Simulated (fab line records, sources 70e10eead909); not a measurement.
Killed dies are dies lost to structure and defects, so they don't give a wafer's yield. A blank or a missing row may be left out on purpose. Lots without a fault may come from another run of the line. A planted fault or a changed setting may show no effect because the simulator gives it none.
Which tool did it? | flow nand_harc | 24 lots, 72 wafers sampled, at 6 steps of a route of 1159

WHAT THE GAUGES READ, wafer by wafer
NHARC_A_BLC_CD_MEAS_10: target cd 100 nm. Usual: cd_nm 99.7 nm, standard deviation 0.4.
lot  | measured     | on        | cd_nm (nm)        | flag
L074 | day 17 15:22 | cd_sem-03 | 100.1 100.6 100.5 |
L078 | day 17 19:58 | cd_sem-01 | 99.8 99.2 98.7    |
L075 | day 17 20:35 | cd_sem-02 | 99.9 99.7 99.7    |
L076 | day 17 23:21 | cd_sem-02 | 99.4 99.7 99.8    |
L077 | day 18 10:47 | cd_sem-02 | 99.7 99.2 99.6    |
L079 | day 18 16:53 | cd_sem-01 | 99.6 99.7 100.0   |
L081 | day 18 21:25 | cd_sem-01 | 99.8 99.0 99.5    |
L080 | day 19 05:04 | cd_sem-03 | 99.6 99.4 99.3    |
L082 | day 19 17:42 | cd_sem-02 | 99.4 99.7 99.7    |
L084 | day 20 02:19 | cd_sem-03 | 99.5 99.7 99.8    |
L083 | day 20 03:09 | cd_sem-02 | 99.6 100.1 99.7   |
L088 | day 21 03:01 | cd_sem-03 | 99.3 99.2 99.4    |
L086 | day 21 08:00 | cd_sem-01 | 99.8 100.1 99.9   |
L087 | day 21 08:52 | cd_sem-02 | 100.2 99.5 100.0  |
L085 | day 21 20:26 | cd_sem-02 | 100.3 99.7 99.7   |
L090 | day 21 21:16 | cd_sem-01 | 100.0 100.4 99.9  |
L093 | day 21 23:16 | cd_sem-02 | 99.9 100.3 100.1  |
L091 | day 22 04:32 | cd_sem-03 | 100.0 99.7 99.3   |
L095 | day 22 06:44 | cd_sem-02 | 99.2 99.7 99.8    |
L092 | day 22 12:35 | cd_sem-01 | 100.0 99.5 99.2   |
L089 | day 22 15:16 | cd_sem-03 | 99.6 99.2 99.5    |
L094 | day 22 15:59 | cd_sem-03 | 100.1 99.6 100.1  |
L097 | day 23 00:18 | cd_sem-02 | 99.4 99.6 99.6    |
L096 | day 23 00:28 | cd_sem-01 | 99.8 99.5 100.2   |

NHARC_A_BLC_INSPECT_12. Usual: raw_defect_count 29, standard deviation 14.
lot  | measured     | on                | raw_defect_count | flag
L074 | day 17 15:29 | defect_inspect-02 | 25 21 20         |
L078 | day 17 20:05 | defect_inspect-01 | 36 41 36         |
L075 | day 17 20:42 | defect_inspect-01 | 16 10 4          |
L076 | day 17 23:28 | defect_inspect-01 | 25 21 22         |
L077 | day 18 10:55 | defect_inspect-02 | 6 12 10          |
L079 | day 18 17:00 | defect_inspect-01 | 42 42 23         |
L081 | day 18 21:32 | defect_inspect-02 | 16 14 18         |
L080 | day 19 05:11 | defect_inspect-02 | 29 28 27         |
L082 | day 19 17:50 | defect_inspect-01 | 22 27 16         |
L084 | day 20 02:26 | defect_inspect-02 | 12 15 18         |
L083 | day 20 03:16 | defect_inspect-02 | 41 42 37         |
L088 | day 21 03:08 | defect_inspect-02 | 29 34 33         |
L086 | day 21 08:08 | defect_inspect-02 | 14 17 13         |
L087 | day 21 08:59 | defect_inspect-01 | 45 43 40         |
L085 | day 21 20:33 | defect_inspect-01 | 27 28 32         |
L090 | day 21 21:24 | defect_inspect-01 | 58 50 55         |
L093 | day 21 23:24 | defect_inspect-01 | 20 17 13         |
L091 | day 22 04:39 | defect_inspect-02 | 14 16 17         |
L095 | day 22 06:51 | defect_inspect-02 | 45 30 28         |
L092 | day 22 12:43 | defect_inspect-02 | 52 52 56         |
L089 | day 22 15:23 | defect_inspect-02 | 27 29 33         |
L094 | day 22 16:07 | defect_inspect-02 | 61 45 52         |
L097 | day 23 00:26 | defect_inspect-01 | 31 20 21         |
L096 | day 23 00:35 | defect_inspect-01 | 41 55 38         |

NHARC_A_BLC_CD_MEAS_19. Usual: cd_nm 99.8 nm, standard deviation 1.5.
lot  | measured     | on        | cd_nm (nm)        | flag
L074 | day 17 16:32 | cd_sem-03 | 99.5 99.5 100.4   |
L078 | day 17 21:07 | cd_sem-03 | 97.5 97.5 96.5    |
L075 | day 17 21:44 | cd_sem-03 | 100.8 100.2 98.5  |
L076 | day 18 00:31 | cd_sem-03 | 98.4 100.5 100.0  |
L077 | day 18 11:59 | cd_sem-01 | 99.5 99.0 99.1    |
L079 | day 18 18:04 | cd_sem-03 | 103.6 99.7 102.0  |
L081 | day 18 22:34 | cd_sem-03 | 97.9 99.5 99.9    |
L080 | day 19 06:17 | cd_sem-02 | 101.2 97.7 98.1   |
L082 | day 19 18:51 | cd_sem-02 | 98.6 99.5 99.5    |
L084 | day 20 03:55 | cd_sem-02 | 101.2 98.4 100.0  |
L083 | day 20 04:18 | cd_sem-02 | 100.4 100.5 98.7  |
L088 | day 21 04:30 | cd_sem-03 | 98.9 100.3 97.9   |
L086 | day 21 09:29 | cd_sem-01 | 100.3 98.8 99.0   |
L087 | day 21 10:05 | cd_sem-03 | 101.2 97.6 101.2  |
L085 | day 21 21:40 | cd_sem-03 | 101.0 100.2 102.5 |
L090 | day 21 22:25 | cd_sem-01 | 99.2 98.9 101.1   |
L093 | day 22 00:25 | cd_sem-01 | 99.8 97.7 100.7   |
L091 | day 22 05:41 | cd_sem-01 | 98.4 98.1 98.3    |
L095 | day 22 07:59 | cd_sem-03 | 103.8 101.7 99.0  |
L092 | day 22 13:56 | cd_sem-03 | 98.6 99.7 98.8    |
L089 | day 22 16:32 | cd_sem-01 | 97.3 98.2 98.5    |
L094 | day 22 17:10 | cd_sem-02 | 102.9 100.8 101.1 |
L097 | day 23 01:28 | cd_sem-03 | 98.4 98.2 97.9    |
L096 | day 23 01:49 | cd_sem-01 | 100.4 102.1 101.1 |

NHARC_A_M0_OVL_MEAS_10: pitch 160 nm. Usual: overlay_x_nm 0.2 nm, standard deviation 0.82; overlay_y_nm 0.2 nm, standard deviation 1.
lot  | measured     | on         | overlay_x_nm (nm) | overlay_y_nm (nm) | flag
L074 | day 17 22:20 | overlay-01 | 0.8 0.3 0.9       | -1.6 -1.0 -1.0    |
L078 | day 18 00:05 | overlay-02 | -0.6 -0.1 0.3     | -1.0 -0.8 -1.0    |
L075 | day 18 00:44 | overlay-01 | 0.7 0.5 0.8       | -1.0 -1.5 -0.9    |
L076 | day 18 03:36 | overlay-02 | 1.1 0.9 1.4       | 1.4 1.7 1.9       |
L077 | day 18 20:01 | overlay-01 | -0.7 -0.1 -0.5    | 1.6 2.1 2.3       |
L079 | day 18 21:07 | overlay-01 | -2.0 -1.8 -1.2    | -0.9 -1.4 -0.9    |
L081 | day 19 01:35 | overlay-01 | 0.7 0.1 0.1       | -1.0 -1.0 -1.0    |
L080 | day 19 09:40 | overlay-01 | 1.0 0.7 1.5       | -0.8 -0.3 -0.6    |
L082 | day 20 04:34 | overlay-01 | -0.5 -0.1 -0.1    | 0.2 -0.2 0.2      |
L084 | day 20 07:23 | overlay-02 | -0.3 -0.7 -0.6    | -0.4 -0.7 -0.1    |
L083 | day 20 07:49 | overlay-02 | -1.0 -0.8 -0.2    | 0.7 0.3 -0.2      |
L088 | day 21 10:19 | overlay-01 | -0.2 -0.1 0.1     | -0.3 -0.1 0.3     |
L086 | day 21 19:15 | overlay-01 | 0.8 0.0 0.3       | 0.2 -0.1 -0.2     |
L087 | day 21 19:41 | overlay-01 | 0.5 0.4 0.4       | 0.0 0.2 0.4       |
L085 | day 22 00:43 | overlay-02 | -0.7 -0.8 -0.7    | 0.5 1.0 1.1       |
L090 | day 22 01:17 | overlay-01 | 0.4 -0.2 0.5      | 1.2 0.6 1.3       |
L093 | day 22 03:27 | overlay-02 | 1.3 1.1 1.3       | 1.3 1.1 1.2       |
L091 | day 22 08:40 | overlay-01 | 0.5 0.5 1.2       | 0.8 1.4 1.5       |
L095 | day 22 10:58 | overlay-01 | -0.8 -0.5 -0.7    | 1.1 1.9 1.9       |
L092 | day 22 20:46 | overlay-02 | 0.5 0.7 1.3       | 0.5 0.1 0.7       |
L089 | day 22 21:10 | overlay-01 | 0.3 0.7 0.8       | -0.6 -0.4 -0.8    |
L094 | day 23 00:04 | overlay-02 | -0.2 -0.2 -0.6    | 1.9 1.3 0.6       |
L097 | day 23 04:40 | overlay-02 | 1.9 1.4 1.7       | 0.5 0.4 0.6       |
L096 | day 23 05:02 | overlay-02 | 0.2 0.2 0.5       | -0.8 -1.2 -0.7    |

WHICH TOOL RAN EACH LOT (tool, then ch and the chambers of the sampled wafers, then the start)
lot  | NHARC_A_CONTACT_ETCH_106           | NHARC_A_BLC_ETCH_17
L074 | rie_diel-11 ch 1,2, day 17 04:14   | rie_diel-02 ch 0,1, day 17 16:32 or earlier
L078 | rie_diel-04 ch 2,3, day 17 06:31   | rie_diel-09 ch 0,2,3, day 17 21:07 or earlier
L075 | rie_diel-11 ch 2,3, day 17 08:22   | rie_diel-02 ch 0,1, day 17 21:44 or earlier
L076 | rie_diel-11 ch 1,2, day 17 15:12   | rie_diel-02 ch 1,2, day 18 00:31 or earlier
L077 | rie_diel-03 ch 0,2, day 17 23:17   | rie_diel-09 ch 0,2,3, day 18 11:59 or earlier
L079 | rie_diel-03 ch 2,3, day 18 04:30   | rie_diel-05 ch 0,1,2, day 18 18:04 or earlier
L081 | rie_diel-03 ch 2,3, day 18 12:31   | rie_diel-02 ch 0,1, day 18 22:34 or earlier
L080 | rie_diel-04 ch 0,2,3, day 18 18:04 | rie_diel-05 ch 0,1,2, day 19 06:17 or earlier
L082 | rie_diel-04 ch 0,2,3, day 19 04:56 | rie_diel-02 ch 0,2, day 19 18:51 or earlier
L084 | rie_diel-03 ch 0,1, day 19 07:26   | rie_diel-02 ch 2,3, day 20 03:55 or earlier
L083 | rie_diel-03 ch 0,3, day 19 08:09   | rie_diel-09 ch 0,1,3, day 20 04:18 or earlier
L088 | rie_diel-03 ch 0,2,3, day 20 11:53 | rie_diel-02 ch 1,2, day 21 04:30 or earlier
L086 | rie_diel-03 ch 1,2,3, day 20 12:37 | rie_diel-09 ch 0,2,3, day 21 09:29 or earlier
L087 | rie_diel-04 ch 2,3, day 20 19:22   | rie_diel-02 ch 0,1,2, day 21 10:05 or earlier
L085 | rie_diel-03 ch 0,2,3, day 21 02:19 | rie_diel-05 ch 0,1,2, day 21 21:40 or earlier
L090 | rie_diel-03 ch 0,2, day 21 05:38   | rie_diel-02 ch 0,3, day 21 22:25 or earlier
L093 | rie_diel-03 ch 0,1,2, day 21 09:06 | rie_diel-02 ch 0,1,3, day 22 00:25 or earlier
L091 | rie_diel-03 ch 1,2, day 21 18:14   | rie_diel-09 ch 0,1,3, day 22 05:41 or earlier
L095 | rie_diel-11 ch 1,2,3, day 21 19:40 | rie_diel-05 ch 0,1,2, day 22 07:59 or earlier
L092 | rie_diel-11 ch 1,2, day 22 01:33   | rie_diel-09 ch 1,3, day 22 13:56 or earlier
L089 | rie_diel-11 ch 2,3, day 22 04:12   | rie_diel-09 ch 1,2,3, day 22 16:32 or earlier
L094 | rie_diel-03 ch 0,2, day 22 06:25   | rie_diel-02 ch 0,2,3, day 22 17:10 or earlier
L097 | rie_diel-11 ch 0,1,2, day 22 11:00 | rie_diel-02 ch 1,3, day 23 01:28 or earlier
L096 | rie_diel-04 ch 0,1,3, day 22 12:51 | rie_diel-05 ch 0,1, day 23 01:49 or earlier
- NHARC_A_CONTACT_ETCH_106: etches the open film in CF4/O2, target depth 60 nm, overetch 6 nm, time 33 s.
- NHARC_A_BLC_ETCH_17: etches the open film in N2/H2, target depth 390 nm, time 609.38 s.

WHAT THE TOOLS THEMSELVES READ (means of the sampled wafers that have a number; where no wafer has one, the mark that the record gives instead)
NHARC_A_CONTACT_ETCH_106. Usual: drypump_motor_current_A 5.7 A, standard deviation 0.39; oes_product_au 1.001 a.u., standard deviation 0.0076; rf_vpp_V 198.1 V, standard deviation 1.4; showerhead_plenum_p_Torr 1.35 Torr, standard deviation 0.052; throttle_valve_pct 13.397 %, standard deviation 0.0089.
lot  | tool        | drypump_motor_current_A (A) | oes_product_au (a.u.) | rf_vpp_V (V) | showerhead_plenum_p_Torr (Torr) | throttle_valve_pct (%) | flag
L074 | rie_diel-11 | 5.9                         | 1.006                 | 199.5        | 1.40                            | 13.406                 |
L078 | rie_diel-04 | 5.8                         | 1.003                 | 197.5        | 1.31                            | 13.403                 |
L075 | rie_diel-11 | 6.0                         | 1.007                 | 199.1        | 1.40                            | 13.406                 |
L076 | rie_diel-11 | 5.9                         | 1.007                 | 199.4        | 1.40                            | 13.395                 |
L077 | rie_diel-03 | 5.3                         | 0.989                 | 197.5        | 1.34                            | 13.392                 |
L079 | rie_diel-03 | 6.0                         | 1.006                 | 199.0        | 1.38                            | 13.386                 |
L081 | rie_diel-03 | 5.7                         | 0.997                 | 199.2        | 1.38                            | 13.390                 |
L080 | rie_diel-04 | 5.9                         | 1.004                 | 197.0        | 1.32                            | 13.390                 |
L082 | rie_diel-04 | 5.9                         | 1.012                 | 198.2        | 1.32                            | 13.400                 |
L084 | rie_diel-03 | 5.5                         | 1.005                 | 199.0        | 1.37                            | 13.399                 |
L083 | rie_diel-03 | 6.0                         | 0.994                 | 197.0        | 1.34                            | 13.405                 |
L088 | rie_diel-03 | 5.7                         | 1.000                 | 197.2        | 1.34                            | 13.394                 |
L086 | rie_diel-03 | 5.7                         | 1.004                 | 199.0        | 1.39                            | 13.386                 |
L087 | rie_diel-04 | 6.0                         | 1.004                 | 197.5        | 1.32                            | 13.401                 |
L085 | rie_diel-03 | 5.7                         | 0.995                 | 197.7        | 1.34                            | 13.397                 |
L090 | rie_diel-03 | 5.4                         | 0.987                 | 198.4        | 1.34                            | 13.396                 |
L093 | rie_diel-03 | 5.4                         | 1.002                 | 198.4        | 1.35                            | 13.395                 |
L091 | rie_diel-03 | 5.4                         | 0.998                 | 199.9        | 1.39                            | 13.393                 |
L095 | rie_diel-11 | 5.8                         | 1.008                 | 198.3        | 1.37                            | 13.396                 |
L092 | rie_diel-11 | 5.7                         | 0.999                 | 198.3        | 1.37                            | 13.388                 |
L089 | rie_diel-11 | 5.9                         | 1.007                 | 198.6        | 1.37                            | 13.399                 |
L094 | rie_diel-03 | 5.4                         | 0.992                 | 196.1        | 1.29                            | 13.396                 |
L097 | rie_diel-11 | 5.6                         | 0.998                 | 198.3        | 1.36                            | 13.398                 |
L096 | rie_diel-04 | 5.7                         | 1.004                 | 198.3        | 1.33                            | 13.399                 |

NHARC_A_BLC_ETCH_17. Usual: drypump_motor_current_A 5.7 A, standard deviation 0.37; oes_product_au 1.002 a.u., standard deviation 0.0075; rf_vpp_V 429.6 V, standard deviation 2.6; showerhead_plenum_p_Torr 2.00 Torr, standard deviation 0.09; throttle_valve_pct 14.171 %, standard deviation 0.0099.
lot  | tool        | drypump_motor_current_A (A) | oes_product_au (a.u.) | rf_vpp_V (V) | showerhead_plenum_p_Torr (Torr) | throttle_valve_pct (%) | flag
L074 | rie_diel-02 | 5.4                         | 1.001                 | 429.1        | 1.97                            | 14.172                 |
L078 | rie_diel-09 | 5.9                         | 0.994                 | 430.5        | 2.05                            | 14.171                 |
L075 | rie_diel-02 | 5.4                         | 0.998                 | 428.9        | 1.97                            | 14.177                 |
L076 | rie_diel-02 | 5.6                         | 0.992                 | 428.0        | 1.96                            | 14.171                 |
L077 | rie_diel-09 | 5.9                         | 0.998                 | 431.3        | 2.05                            | 14.182                 |
L079 | rie_diel-05 | 5.8                         | 1.004                 | 430.1        | 2.05                            | 14.172                 |
L081 | rie_diel-02 | 5.6                         | 1.000                 | 429.2        | 1.98                            | 14.170                 |
L080 | rie_diel-05 | 5.9                         | 1.006                 | 430.2        | 2.04                            | 14.177                 |
L082 | rie_diel-02 | 5.3                         | 1.003                 | 426.9        | 1.91                            | 14.171                 |
L084 | rie_diel-02 | 5.5                         | 1.005                 | 426.7        | 1.91                            | 14.172                 |
L083 | rie_diel-09 | 5.7                         | 1.005                 | 431.9        | 2.09                            | 14.163                 |
L088 | rie_diel-02 | 5.5                         | 1.007                 | 427.2        | 1.92                            | 14.171                 |
L086 | rie_diel-09 | 5.9                         | 1.006                 | 430.7        | 2.05                            | 14.153                 |
L087 | rie_diel-02 | 5.4                         | 1.004                 | 427.5        | 1.94                            | 14.172                 |
L085 | rie_diel-05 | 5.8                         | 1.011                 | 430.6        | 2.04                            | 14.182                 |
L090 | rie_diel-02 | 5.4                         | 1.001                 | 428.5        | 1.96                            | 14.164                 |
L093 | rie_diel-02 | 5.7                         | 1.002                 | 428.5        | 1.97                            | 14.161                 |
L091 | rie_diel-09 | 5.6                         | 1.003                 | 432.3        | 2.08                            | 14.168                 |
L095 | rie_diel-05 | 5.8                         | 1.011                 | 430.9        | 2.03                            | 14.170                 |
L092 | rie_diel-09 | 5.8                         | 1.009                 | 433.5        | 2.17                            | 14.177                 |
L089 | rie_diel-09 | 5.6                         | 0.997                 | 432.8        | 2.12                            | 14.181                 |
L094 | rie_diel-02 | 5.5                         | 0.997                 | 427.5        | 1.93                            | 14.168                 |
L097 | rie_diel-02 | 5.8                         | 1.015                 | 429.2        | 1.98                            | 14.171                 |
L096 | rie_diel-05 | 6.1                         | 1.005                 | 431.6        | 2.04                            | 14.167                 |

THE ANSWER, worked out from the rows above alone
Rule: a lot is off if the mean of its wafers that have a number lies more than 3 standard deviations from the usual mean. A lot without any number at a reading at which 4 lots or more have one is off too. The other lots that the step has rows for count as sound. The gauges are gone through in route order, then the tools' own readings, and for those a lot's mean is taken as printed above. The first step at which some lot is off is used, and at that step the reading that is off furthest; a lot without a number counts as furthest.
No lot is off at any reading shown: from this, nothing can be told.

WHAT THE SIMULATOR HAD PUT IN
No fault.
